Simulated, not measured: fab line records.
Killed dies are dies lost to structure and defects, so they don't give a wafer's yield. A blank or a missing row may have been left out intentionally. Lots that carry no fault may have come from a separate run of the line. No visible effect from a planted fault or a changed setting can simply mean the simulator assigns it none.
Which tool did it? | flow n5 finfet | 10 lots, 30 wafers sampled, at 4 steps of a route of 1938

WHAT THE GAUGES READ, wafer by wafer
N5_BEOL_M4_RC_MEAS_101. Usual: COMB_M4_max_site 8e-11 S/m, standard deviation 1.7e-11; DIBL_N 36.3 mV/V, standard deviation 1.9; DIBL_P 36.0 mV/V, standard deviation 2.1; IOFF_N 0.16 nA/um, standard deviation 0.031; IOFF_P 0.21 nA/um, standard deviation 0.035; ION_N 675 uA/um, standard deviation 14; ION_P 464 uA/um, standard deviation 8.5; SS_N 71.5 mV/dec, standard deviation 0.6; SS_P 73.3 mV/dec, standard deviation 0.72; VT_N 250 mV, standard deviation 3.2; VT_P -250 mV, standard deviation 3.1.
lot  | measured     | on        | COMB_M4_max_site (S/m)    | DIBL_N (mV/V)  | DIBL_P (mV/V)  | IOFF_N (nA/um) | IOFF_P (nA/um) | ION_N (uA/um) | ION_P (uA/um) | SS_N (mV/dec)  | SS_P (mV/dec)  | VT_N (mV)   | VT_P (mV)      | flag
L142 | day 7 18:26  | prober-02 | 9.7e-11 6.6e-11 8.9e-11   | 37.9 38.2 37.5 | 38.3 39.7 38.2 | 0.19 0.21 0.19 | 0.27 0.31 0.27 | 683 705 688   | 472 484 470   | 71.8 71.7 71.7 | 74.1 74.4 74.0 | 247 245 245 | -245 -244 -246 |
L143 | day 8 05:31  | prober-02 | 8.1e-11 8.2e-11 1.01e-10  | 33.9 36.2 35.7 | 34.2 36.9 35.3 | 0.12 0.16 0.14 | 0.18 0.23 0.21 | 658 668 656   | 458 462 454   | 71.0 71.5 70.8 | 72.4 73.3 72.4 | 252 250 252 | -251 -248 -249 |
L145 | day 8 15:01  | prober-01 | 7.3e-11 1.28e-10 5.8e-11  | 34.5 34.5 39.1 | 36.0 36.8 41.7 | 0.14 0.14 0.24 | 0.19 0.20 0.29 | 691 673 698   | 475 464 470   | 70.4 70.9 71.9 | 73.7 74.3 74.9 | 249 251 242 | -252 -250 -247 |
L162 | day 13 01:41 | prober-01 | 6.2e-11 9.9e-11 7.4e-11   | 35.2 35.7 37.2 | 36.5 36.8 39.7 | 0.14 0.16 0.19 | 0.17 0.18 0.22 | 678 681 698   | 458 457 471   | 70.4 71.7 72.5 | 72.9 73.2 73.5 | 248 248 246 | -257 -254 -250 |
L158 | day 13 07:18 | prober-02 | 5.7e-11 1.12e-10 1.25e-10 | 39.3 36.0 36.2 | 40.2 35.6 36.0 | 0.22 0.15 0.15 | 0.29 0.19 0.20 | 696 694 686   | 484 475 472   | 72.3 70.8 71.5 | 74.4 73.4 73.3 | 246 249 249 | -245 -251 -252 |
L153 | day 13 07:37 | prober-01 | 6e-11 3.17e-10 6.7e-11    | 38.0 39.8 36.5 | 36.9 38.6 34.7 | 0.18 0.22 0.15 | 0.25 0.28 0.21 | 688 686 667   | 464 470 458   | 71.5 72.1 71.7 | 73.6 74.4 72.7 | 248 247 251 | -250 -246 -250 | OFF
L157 | day 13 14:40 | prober-01 | 7.7e-11 6.8e-11 7.6e-11   | 33.1 37.4 33.9 | 32.6 37.9 34.1 | 0.11 0.17 0.12 | 0.14 0.21 0.15 | 665 680 664   | 450 470 453   | 69.9 71.8 70.9 | 72.3 73.6 72.7 | 255 253 254 | -255 -252 -255 |
L160 | day 13 19:43 | prober-02 | 1.3e-10 1.02e-10 9e-11    | 37.5 39.9 40.5 | 35.8 38.6 39.5 | 0.16 0.21 0.24 | 0.21 0.25 0.27 | 694 683 715   | 471 462 481   | 71.5 72.6 72.2 | 74.1 74.0 74.0 | 249 245 244 | -249 -247 -245 |
L155 | day 14 08:04 | prober-02 | 1.03e-10 8.5e-11 2.33e-10 | 37.1 37.9 36.8 | 36.4 38.7 35.7 | 0.16 0.19 0.15 | 0.20 0.26 0.21 | 672 674 676   | 461 468 469   | 72.1 71.9 71.6 | 73.9 74.0 73.9 | 255 250 251 | -252 -248 -250 | OFF
L164 | day 14 12:35 | prober-02 | 8.5e-11 6.5e-11 7.6e-11   | 35.8 34.3 36.3 | 36.4 34.6 36.0 | 0.15 0.13 0.15 | 0.23 0.19 0.21 | 676 673 676   | 469 465 465   | 72.4 71.7 72.0 | 73.1 72.1 72.5 | 251 253 251 | -249 -250 -249 |

N5_BEOL_M5_THK_MEAS_01. Usual: M5_ILD_THK 120.8 nm, standard deviation 1.5.
lot  | measured     | on            | M5_ILD_THK (nm)   | flag
L142 | day 7 19:58  | film metro-01 | 121.3 119.9 122.5 |
L143 | day 8 07:23  | film metro-01 | 121.6 122.3 120.4 |
L145 | day 8 16:23  | film metro-01 | 120.9 123.1 123.4 |
L162 | day 13 02:55 | film metro-02 | 120.3 121.8 123.0 |
L158 | day 13 08:50 | film metro-02 | 119.5 122.1 122.5 |
L153 | day 13 09:00 | film metro-02 | 120.0 123.1 121.6 |
L157 | day 13 16:23 | film metro-02 | 121.5 122.6 122.9 |
L160 | day 13 21:05 | film metro-02 | 119.3 121.8 121.8 |
L155 | day 14 09:35 | film metro-01 | 120.6 121.5 119.2 |
L164 | day 14 14:07 | film metro-02 | 118.6 121.4 121.9 |

WHAT TOOL EACH LOT RAN ON (gives the tool, then ch and the chambers of the sampled wafers, and finally the start)
lot  | N5_BEOL_M4_ALD_84                   | N5_BEOL_M4_SPUTTER_88
L142 | ald metal-01 ch 1,2,3, day 7 15:04  | pvd sputter-03, day 7 16:27
L143 | ald metal-01 ch 2,3, day 8 01:53    | pvd sputter-02, day 8 03:18
L145 | ald metal-01 ch 0,3, day 8 11:17    | pvd sputter-01, day 8 12:49
L162 | ald metal-02 ch 2,3, day 12 20:22   | pvd sputter-01, day 12 23:22
L158 | ald metal-02 ch 1,3, day 13 02:13   | pvd sputter-03, day 13 05:19
L153 | ald metal-03 ch 0,1,2, day 13 02:17 | pvd sputter-01, day 13 05:28
L157 | ald metal-02 ch 0,1,2, day 13 10:55 | pvd sputter-03, day 13 12:22
L160 | ald metal-01 ch 1,2,3, day 13 11:13 | pvd sputter-03, day 13 14:13
L155 | ald metal-03 ch 0,1,3, day 14 04:11 | pvd sputter-02, day 14 06:05
L164 | ald metal-01 ch 1,2,3, day 14 09:11 | pvd sputter-03, day 14 10:36
- N5_BEOL_M4_ALD_84: deposits TaN, pulse time 2 s, purge time 3 s, co reactant purge time 2 s.
- N5_BEOL_M4_SPUTTER_88: material Cu, target thk 4.5 nm, time 8.29 s.

WHAT THE TOOLS THEMSELVES READ (means of the sampled wafers that have a number; where no wafer has one, the mark that the record gives instead)
N5_BEOL_M4_ALD_84. Usual: 415 W for heater power w, sd 48.
lot  | tool         | heater power w (W) | flag
L142 | ald metal-01 | 427                |
L143 | ald metal-01 | 449                |
L145 | ald metal-01 | 429                |
L162 | ald metal-02 | 463                |
L158 | ald metal-02 | 367                |
L153 | ald metal-03 | 425                |
L157 | ald metal-02 | 436                |
L160 | ald metal-01 | 430                |
L155 | ald metal-03 | 411                |
L164 | ald metal-01 | 428                |

N5_BEOL_M4_SPUTTER_88. Usual: chuck gas flow sccm 1.27 sccm, standard deviation 0.056; substrate temp c -20.00 C, standard deviation 0.094; throttle valve pct 29.8 %, standard deviation 1.1.
lot  | tool           | chuck gas flow sccm (sccm) | substrate temp c (C) | throttle valve pct (%) | flag
L142 | pvd sputter-03 | 1.25                       | -20.04               | 30.0                   |
L143 | pvd sputter-02 | 1.24                       | -19.88               | 29.7                   |
L145 | pvd sputter-01 | 1.24                       | -19.96               | 31.0                   |
L162 | pvd sputter-01 | 1.23                       | -19.89               | 30.3                   |
L158 | pvd sputter-03 | 1.32                       | -20.04               | 29.5                   |
L153 | pvd sputter-01 | 1.26                       | -20.13               | 30.5                   |
L157 | pvd sputter-03 | 1.32                       | -20.06               | 29.1                   |
L160 | pvd sputter-03 | 1.34                       | -19.89               | 29.1                   |
L155 | pvd sputter-02 | 1.25                       | -19.95               | 29.4                   |
L164 | pvd sputter-03 | 1.28                       | -20.02               | 29.8                   |

THE ANSWER, worked out from the rows above alone
Rule: a lot counts as off when the mean over its wafers that have a number is more than 3 standard deviations away from the usual mean. Also off: a lot with no number at a reading for which 4 or more lots have one. The other lots that the step has rows for count as sound. First the gauges in route order, then the tools' own readings, where a lot's mean is used as printed above. The first step at which some lot is off is used, and at that step the reading that is off furthest; a lot without a number counts as furthest.
Off: L153, L155, at N5_BEOL_M4_RC_MEAS_101 (COMB_M4_max_site).
If a tool, at a process step before that reading, ran all the lots that are off and no sound lot after the first of them, it fits. Gauges at N5_BEOL_M4_RC_MEAS_101: tried the same way as those tools. One fits: N5_BEOL_M4_ALD_84 on ald metal-03. It ran no sound lot before its first lot that is off in this sample, so the start can't be narrowed down.

WHAT HAD BEEN PUT IN BY THE SIMULATOR
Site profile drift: ald metal-03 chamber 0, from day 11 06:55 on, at N5_BEOL_M4_ALD_84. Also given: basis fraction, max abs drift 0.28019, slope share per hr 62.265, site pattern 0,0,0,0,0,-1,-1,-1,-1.
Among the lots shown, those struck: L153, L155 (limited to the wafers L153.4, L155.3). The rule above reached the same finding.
